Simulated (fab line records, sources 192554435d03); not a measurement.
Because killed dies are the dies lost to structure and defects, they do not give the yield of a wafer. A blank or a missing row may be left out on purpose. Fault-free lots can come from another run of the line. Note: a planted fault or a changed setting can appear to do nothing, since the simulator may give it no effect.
Matching of chambers :: flow n5-finfet :: N5_BEOL_M3_ALD_98 on ald-sin-03 has 4 sister chambers
The step deposits SiO2, target thk 2.5 nm, pulse time 1 s, co reactant pulse time 1 s. 8 wafers are shown with their chamber, then 10 later ones without.

WAFERS, EACH WITH ITS CHAMBER
wafer: L078.1
chamber: 1
heater-power-w (W): 84
precursor-pulse-height-rel: 1.003

wafer: L078.2
chamber: 0
heater-power-w (W): 71
precursor-pulse-height-rel: 1.015

wafer: L081.2
chamber: 1
heater-power-w (W): 80
precursor-pulse-height-rel: 1.027

wafer: L086.3
chamber: 0
heater-power-w (W): 69
precursor-pulse-height-rel: 1.012

wafer: L086.5
chamber: 3
heater-power-w (W): 85
precursor-pulse-height-rel: 0.968

wafer: L086.6
chamber: 2
heater-power-w (W): 68
precursor-pulse-height-rel: 0.987

wafer: L092.2
chamber: 2
heater-power-w (W): 68
precursor-pulse-height-rel: 1.023

wafer: L092.4
chamber: 3
heater-power-w (W): 88
precursor-pulse-height-rel: 1.013

WAFERS MISSING THEIR CHAMBER
wafer: L092.5
heater-power-w (W): 67
precursor-pulse-height-rel: 1.010

wafer: L094.3
heater-power-w (W): 86
precursor-pulse-height-rel: 1.010

wafer: L094.4
heater-power-w (W): 70
precursor-pulse-height-rel: 0.997

wafer: L094.6
heater-power-w (W): 87
precursor-pulse-height-rel: 0.986

wafer: L096.2
heater-power-w (W): 68
precursor-pulse-height-rel: 1.014

wafer: L096.3
heater-power-w (W): 71
precursor-pulse-height-rel: 1.004

wafer: L096.5
heater-power-w (W): 79
precursor-pulse-height-rel: 1.018

wafer: L097.1
heater-power-w (W): 81
precursor-pulse-height-rel: 1.003

wafer: L097.4
heater-power-w (W): 68
precursor-pulse-height-rel: 0.975

wafer: L097.5
heater-power-w (W): 67
precursor-pulse-height-rel: 0.970

CHAMBER TAKEN BY EACH
wafer: L092.5
from the rows above: can't be placed: 2 or 0
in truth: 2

wafer: L094.3
from the rows above: can't be placed: 3 or 1
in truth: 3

wafer: L094.4
from the rows above: can't be placed: 0 or 2
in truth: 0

wafer: L094.6
from the rows above: 3
in truth: 3

wafer: L096.2
from the rows above: can't be placed: 2 or 0
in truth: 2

wafer: L096.3
from the rows above: can't be placed: 0 or 2
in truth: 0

wafer: L096.5
from the rows above: 1
in truth: 1

wafer: L097.1
from the rows above: 1
in truth: 1

wafer: L097.4
from the rows above: can't be placed: 2 or 0
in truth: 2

wafer: L097.5
from the rows above: can't be placed: 2 or 0
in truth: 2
Correct placement for 3 of the 10. Unplaceable from these rows: 7, with the true chamber sitting among the candidates in 7. 0 placed wrongly.
How it was worked out, from the rows above alone: a wafer's distance from a chamber is the root of the sum, over the readings, of the square of ((its reading less the chamber's mean) divided by the reading's scatter). If the next closest chamber is less than 2 further off than the closest, the wafer can't be placed; otherwise it belongs to the closest. For every chamber, the mean is computed from those of its wafers that are shown. The scatter: the root of (the sum of the squares of (reading less its chamber's mean) over the shown wafers, divided by (wafers less chambers)).
